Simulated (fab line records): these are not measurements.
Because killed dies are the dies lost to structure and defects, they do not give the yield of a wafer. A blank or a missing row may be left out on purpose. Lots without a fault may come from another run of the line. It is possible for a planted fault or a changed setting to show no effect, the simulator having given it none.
Which tool is to blame?	flow n5Finfet	11 lots, 33 wafers sampled, at 4 steps of a route of 1938

WHAT THE GAUGES SHOWED, per wafer
N5_MOL_CONTACT_COAG_THK_MEAS_53.
lot	measured	on	VIA_MOL_THK (nm)
L682	day 5 08:47	filmMetro-01	43.1 43.3 44.1
L683	day 5 12:58	filmMetro-02	43.5 44.6 43.9
L684	day 5 19:49	filmMetro-01	44.0 44.1 44.5
L686	day 6 05:58	filmMetro-02	44.3 44.1 44.4
L688	day 6 14:54	filmMetro-02	43.7 43.6 44.0
L694	day 8 09:33	filmMetro-01	43.2 43.3 43.4
L695	day 8 15:28	filmMetro-01	43.6 43.5 44.5
L698	day 9 04:28	filmMetro-01	42.3 43.6 43.5
L700	day 9 20:06	filmMetro-01	43.1 43.3 43.9
L704	day 10 19:12	filmMetro-01	43.8 44.8 44.6
L705	day 11 00:27	filmMetro-01	44.3 42.8 44.0

WHICH TOOL RAN EACH LOT (tool, then ch and the chambers of the sampled wafers, then the start)
lot	N5_MOL_CONTACT_COAG_VIA_ETCH_46	N5_MOL_CONTACT_COAG_ETCH_65	N5_MOL_CONTACT_COAG_STRIP_49
L682	rieDiel-04 ch 0,1,2, day 5 06:04	rieDiel-05 ch 2,3, day 5 07:07	plasmaAsher-01 ch 0,1, day 5 07:54
L683	rieDiel-05 ch 0,1,3, day 5 09:40	rieDiel-01 ch 0,3, day 5 11:26	plasmaAsher-02 ch 0,1, day 5 12:04
L684	rieDiel-05 ch 0,1,2, day 5 17:11	rieDiel-04 ch 0,1, day 5 18:15	plasmaAsher-01 ch 0,1, day 5 18:55
L686	rieDiel-04 ch 0,1,3, day 6 01:33	rieDiel-04 ch 0,3, day 6 03:31	plasmaAsher-01 ch 0,1, day 6 05:04
L688	rieDiel-04 ch 1,3, day 6 12:34	rieDiel-01 ch 1,2, day 6 13:22	plasmaAsher-01 ch 0,1, day 6 14:01
L694	rieDiel-01 ch 2,3, day 8 07:12	rieDiel-01 ch 0,3, day 8 08:01	plasmaAsher-02 ch 0,1, day 8 08:40
L695	rieDiel-01 ch 2,3, day 8 12:47	rieDiel-01 ch 0,1,3, day 8 13:35	plasmaAsher-02 ch 1, day 8 14:14
L698	rieDiel-04 ch 1,3, day 9 01:59	rieDiel-05 ch 1,2,3, day 9 02:56	plasmaAsher-01 ch 0,1, day 9 03:34
L700	rieDiel-05 ch 1,2,3, day 9 17:32	rieDiel-01 ch 0,1,2, day 9 18:20	plasmaAsher-01 ch 1, day 9 19:12
L704	rieDiel-01 ch 0,1, day 10 16:38	rieDiel-05 ch 1,2,3, day 10 17:37	plasmaAsher-02 ch 0,1, day 10 18:19
L705	rieDiel-05 ch 2,3, day 10 21:56	rieDiel-05 ch 2,3, day 10 22:45	plasmaAsher-01 ch 0,1, day 10 23:34
- N5_MOL_CONTACT_COAG_VIA_ETCH_46: etches SiO2 in C4F6/O2, target depth 46 nm, overetch 9.2 nm, time 40 s.
- N5_MOL_CONTACT_COAG_ETCH_65: etches underlayer in N2/H2, target depth 13 nm, time 10.4 s.
- N5_MOL_CONTACT_COAG_STRIP_49: strips in N2/H2, time 30 s.

THE ANSWER, worked out from the rows above alone
Rule: the usual values come from the lots themselves. The widest of any qualifying gaps counts: lots, ordered by their means at a reading, are off when they make up no more than a third of the lots, leave a main group of 4 or more, and stand apart from it by 3 or more times the standard deviation of that group's means. If all means in a main group match to the digits the tables above print for the reading, that group is not used. A lot without any number at a reading at which 4 lots or more have one is off too. Any other lot the step has rows for is counted as sound.
Nothing can be told from this: no lot is off at any reading shown.

WHAT WAS PUT IN BY THE SIMULATOR
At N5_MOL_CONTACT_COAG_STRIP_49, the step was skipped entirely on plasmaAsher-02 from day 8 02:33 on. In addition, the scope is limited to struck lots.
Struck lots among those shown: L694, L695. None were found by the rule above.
